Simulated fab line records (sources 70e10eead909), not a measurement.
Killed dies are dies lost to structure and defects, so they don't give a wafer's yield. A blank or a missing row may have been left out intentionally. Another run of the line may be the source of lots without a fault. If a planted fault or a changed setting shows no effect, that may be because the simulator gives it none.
A struck lot beside a sound one | flow nand-harc | 14 out of 1302 route steps
Sound: these wafers, L385.1, L385.3, L385.6. Wafers L374.2, L374.3, L374.5 were the ones struck. The cause comes at the end.
For every step that has rows: the tool of each side, followed by ch and its chambers, followed by its first start. Under that, the readings that differ: sound wafers | struck wafers | difference of the means | sigmas: that difference in standard deviations of wafers without a fault.
alike: readings with means less than 2 such deviations apart, plus words and numbers identical on both sides. not compared: withheld readings, readings lacking a value on some wafer, bounds such as >300 that could conceal the same value, and numbers that have no deviation in the record and whose values overlap.
A row with sigmas, a row that says differs or no value, or rows on one side alone: a step with any of these is where the two part. Non-overlapping numbers with no deviation appear without sigmas and do not part them. Lack of a reading on every wafer of one side parts them only where that side has two or more wafers.

NHARC_P_GATE_STRIP_95: strips in O2.
  sound on plasma-asher-01 ch 0,1, day 11 17:19; struck on plasma-asher-02 ch 0,1, day 7 03:32
  reading            | sound       | struck      | difference | sigmas
  heater-power-w (W) | 300 306 306 | 340 356 357 | +47        | +3
  alike: drypump-motor-current-A
  not compared: rf-hours-counter-h
then, 1 step without rows for these wafers: NHARC_P_GATE_STRIP_96 (strips in SPM, time 900 s).
NHARC_P_GATE_RTA_64: time 1 s.
  sound on rtp-anneal-01 ch 0, day 11 17:52; struck on rtp-anneal-01 ch 0, day 7 04:08
  alike: anneal-temp-c-max, lamp-power-pct, wafer_temp_C_max
then, 1 step without rows for these wafers: NHARC_P_GATE_ETCH_77 (etches SiO2 in dHF, target depth 6 nm).
NHARC_P_GATE_DEGAS_109: time 60 s.
  sound on pvd-sputter-01, day 11 18:11; struck on pvd-sputter-01, day 7 04:25
  alike: heater-power-w
then, 5 steps without rows for these wafers: NHARC_P_GATE_PRE_CLEAN_110 (time 30 s); NHARC_P_GATE_SPUTTER_78 (material Ni, target thk 10 nm); NHARC_P_GATE_SPUTTER_79 (material TiN, target thk 10 nm); NHARC_P_GATE_RTA_80 (time 30 s); NHARC_P_GATE_STRIP_67 (strips in SPM, time 600 s).
NHARC_P_GATE_RTA_82: time 30 s.
  sound on rtp-anneal-01 ch 0, day 11 18:57; struck on rtp-anneal-01 ch 0, day 7 05:11
  alike: anneal-temp-c-max, lamp-power-pct, wafer_temp_C_max
NHARC_P_GATE_INSPECT_68:
  sound on defect-inspect-01, day 11 19:09; struck on defect-inspect-01, day 7 05:22
  alike: raw-defect-count
NHARC_P_CONTACT_DEP_30: deposits SiNx, target thk 30 nm.
  sound on pecvd-02 ch 0,2, day 11 19:15; struck on pecvd-02 ch 1,2, day 7 05:53
  alike: heater-power-w
NHARC_P_CONTACT_DEP_00: deposits SiO2, target thk 500 nm.
  sound: pecvd-02 ch 0,2; struck: pecvd-02 ch 1,2
  alike: heater-power-w, throttle-valve-pct

## WHERE THEY PART
NHARC_P_GATE_STRIP_95 only, going by this record. Later steps at which nothing parts them and some readings are alike: NHARC_P_GATE_RTA_64, NHARC_P_GATE_DEGAS_109, NHARC_P_GATE_RTA_82, NHARC_P_GATE_INSPECT_68, NHARC_P_CONTACT_DEP_30, NHARC_P_CONTACT_DEP_00.

WHY: what had been put in by the simulator
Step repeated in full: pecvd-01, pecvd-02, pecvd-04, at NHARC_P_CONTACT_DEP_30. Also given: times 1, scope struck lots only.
